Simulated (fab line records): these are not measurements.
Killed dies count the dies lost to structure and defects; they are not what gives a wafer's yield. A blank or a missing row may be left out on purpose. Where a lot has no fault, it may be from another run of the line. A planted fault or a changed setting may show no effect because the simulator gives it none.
Problem report in the 8D (eight disciplines) form, filled by code	flow n5_finfet	the parts of the form that need people (team, actions taken, sign-off) are left out

1. THE ISSUE
At N5_FIN_SAQP_ALD_61, susceptor_temp_C averages 272.36 C over 6 wafers from 2 lots, while fault-free wafers read 299.98 C, standard deviation 0.18. That is -99 or more standard deviations from the usual mean.
The step: deposits SiO2, target thk 4 nm, pulse time 1 s, purge time 2 s.
Seen first at day 5 20:59 on ald_sin-04, wafer L157.1. At this step, 12 wafers from 4 lots have a number in the record. Rule for "out" (also "out of limits"): further than 4 standard deviations from the usual mean. The rest of the wafers with a number are treated as sound.

2. WHAT IT IS, AND WHAT IT ISN'T
question	is	is not
which readings at this step	susceptor_temp_C	chamber_pressure_Torr, precursor_pulse_height_rel
which lots	L157, L158	L146, L163
which wafers of those lots	all that have a number	-
read on which tools	ald_sin-04	ald_sin-02
when	from day 5 20:59	up to then (3 sound wafers); but 3 sound wafers of L163 came after

3. SUSPECTS, AND WHAT RULES EACH OUT
Counting: a tool stays on the suspect list if, at a process step up to the reading, it processed all lots that are out and no sound lot following the first of them.
- ald_sin-04 at N5_FIN_SAQP_ALD_61 (deposits SiO2, target thk 4 nm, pulse time 1 s, purge time 2 s): kept. It ran every lot that is out, first L157 (day 5 20:59), and no sound lot after that; its last sound lot up to then is L146 (day 3 02:43). Its own susceptor_temp_C readings are out on those wafers.
Left after counting: ald_sin-04 at N5_FIN_SAQP_ALD_61.

4. THE CAUSE (what the simulator had put in)
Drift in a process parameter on ald_sin-04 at N5_FIN_SAQP_ALD_61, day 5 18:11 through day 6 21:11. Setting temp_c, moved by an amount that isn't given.
The count eliminated every tool but this one.

5. THE EFFECT CHAIN, in route order
Each row: a reading where the mean over the struck wafers with a number is more than 3 standard deviations away from the usual. Only readings whose record carries a usual standard deviation are examined. hours: median over the lots of the time between each lot's start at the first step of this table that gives one and its start at this step. sigmas: the change, counted in usual standard deviations.
hours	step	reading	usual	on struck wafers	change	sigmas
0	N5_FIN_SAQP_ALD_61	susceptor_temp_C	299.98 C	272.36	-27.62	-99 or more
Here are the process steps it includes:
- N5_FIN_SAQP_ALD_61: deposits SiO2, target thk 4 nm, pulse time 1 s, purge time 2 s.
Later measuring or inspecting steps at which every struck wafer that the step has a row for has a number for every such reading, and none has moved that far: N5_BEOL_M4_RC_MEAS_101.

6. WHAT WOULD HAVE CAUGHT IT SOONER
In this record the first reading out of limits was taken at day 5 20:59, 3 hours after the fault began at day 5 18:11.
